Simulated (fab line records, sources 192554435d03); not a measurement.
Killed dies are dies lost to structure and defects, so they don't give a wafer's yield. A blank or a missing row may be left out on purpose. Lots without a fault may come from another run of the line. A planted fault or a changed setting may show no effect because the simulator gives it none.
A struck lot beside a sound one | flow n5_finfet | 15 steps out of a route of 1938
Sound: wafers L542.2, L542.3, L542.6. Struck: wafers L545.1, L545.2. (L545.5 of the same lot was not struck and is left out.) The cause comes at the end.
At each step with rows: each side's tool, then ch and its chambers, then its first start. Under that, the readings that differ: sound wafers | struck wafers | difference of the means | sigmas: that difference in standard deviations of wafers without a fault.
alike: readings whose means differ by less than 2 such deviations, and words and numbers that are the same on both sides. not compared: withheld readings, readings that some wafer has no value for, bounds like >300 that may hide the same value, and numbers for which the record gives no deviation and whose values overlap.
The two part at a step that has a row with sigmas, a row that says differs or no value, or rows on one side only. Numbers that don't overlap but have no deviation are shown without sigmas and don't part them. A reading that every wafer of one side lacks parts them only if that side has two wafers or more.

N5_BEOL_M8_TRENCH_ETCH_37: etches SiCOH lowk in C4F6/O2, target depth 93.478 nm, time 31.2 s.
  sound on rie_diel-06 ch 0,3; struck on rie_diel-04 ch 0,3
  reading                     | sound       | struck  | difference | sigmas
  drypump_motor_current_A (A) | 6.5 6.6 6.7 | 5.4 5.6 | -1.1       | -2
  alike: oes_product_au, rf_fwd_power_W, rf_vpp_V, showerhead_plenum_p_Torr, throttle_valve_pct
  not compared: rf_hours_counter_h
N5_BEOL_M8_ETCH_41: etches SiCN in CH3F/O2, target depth 31.9 nm, time 57.8 s.
  sound on rie_diel-06 ch 0,3; struck on rie_diel-04 ch 0,3
  reading                     | sound       | struck  | difference | sigmas
  drypump_motor_current_A (A) | 6.5 6.6 6.6 | 5.3 5.6 | -1.1       | -2
  alike: oes_product_au, rf_fwd_power_W, rf_vpp_V, showerhead_plenum_p_Torr, throttle_valve_pct
  not compared: rf_hours_counter_h
N5_BEOL_M8_STRIP_80: strips in N2/H2, time 10 s.
  sound on rie_diel-06 ch 0,3; struck on rie_diel-04 ch 0,3
  reading                     | sound       | struck  | difference | sigmas
  drypump_motor_current_A (A) | 6.5 6.6 6.6 | 5.4 5.6 | -1.1       | -2
  alike: oes_product_au, rf_vpp_V, showerhead_plenum_p_Torr, temp_c, throttle_valve_pct
  not compared: rf_hours_counter_h
N5_BEOL_M8_OCD_MEAS_38:
  sound on ocd-01, day 12 18:18; struck on ocd-02, day 13 17:18
  alike: trench_depth_nm
then, 4 steps without rows for these wafers: N5_BEOL_M8_HM_STRIP_39 (strips TiN in peroxide tin strip, target depth 25 nm, time 158 s); N5_BEOL_M8_SRD_40 (time 30 s); N5_BEOL_M8_PRECLEAN_42 (cleans in residue remover, time 60 s); N5_BEOL_M8_SRD_43 (time 30 s).
N5_BEOL_M8_CD_MEAS_35: target cd 40 nm.
  sound on cd_sem-02, day 12 18:27; struck on cd_sem-02, day 13 17:27
  reading    | sound          | struck    | difference | sigmas
  cd_nm (nm) | 41.8 41.5 41.9 | 39.0 39.2 | -2.6       | -4
N5_BEOL_M8_CURE_75: cures SiCOH lowk, time 120 s.
  sound on uv_cure-02 ch 0, day 12 18:32; struck on uv_cure-02 ch 0, day 13 17:41
  alike: lamp_power_pct, wafer_temp_C_max
then, 1 step without rows for these wafers: N5_BEOL_M8_DEGAS_44 (time 60 s).
N5_BEOL_M8_PRE_CLEAN_45: time 30 s.
  sound on pvd_sputter-02, day 12 19:38; struck on pvd_sputter-03, day 13 18:16
  alike: heater_power_w
N5_BEOL_M8_ALD_77: deposits TaN, target thk 2 nm, pulse time 2 s, purge time 3 s.
  sound on ald_metal-03 ch 0,1,2, day 12 19:42; struck on ald_metal-03 ch 1,2, day 13 18:20
  reading          | sound | struck        | difference | sigmas
  purge_time_s (s) | 3 3 3 | 2.8438 2.8438 | -0.1562    |
  alike: heater_power_w
  not compared: since_wet_clean_h
then, 2 steps without rows for these wafers: N5_BEOL_M8_SURFACE_TREAT_79; N5_PASSIVATION_PROBE_49.

WHERE THEY PART
First at N5_BEOL_M8_TRENCH_ETCH_37; last, within this record, at N5_BEOL_M8_CD_MEAS_35. Later steps at which nothing parts them and some readings are alike: N5_BEOL_M8_CURE_75, N5_BEOL_M8_PRE_CLEAN_45, N5_BEOL_M8_ALD_77.

WHY: what the simulator had put in
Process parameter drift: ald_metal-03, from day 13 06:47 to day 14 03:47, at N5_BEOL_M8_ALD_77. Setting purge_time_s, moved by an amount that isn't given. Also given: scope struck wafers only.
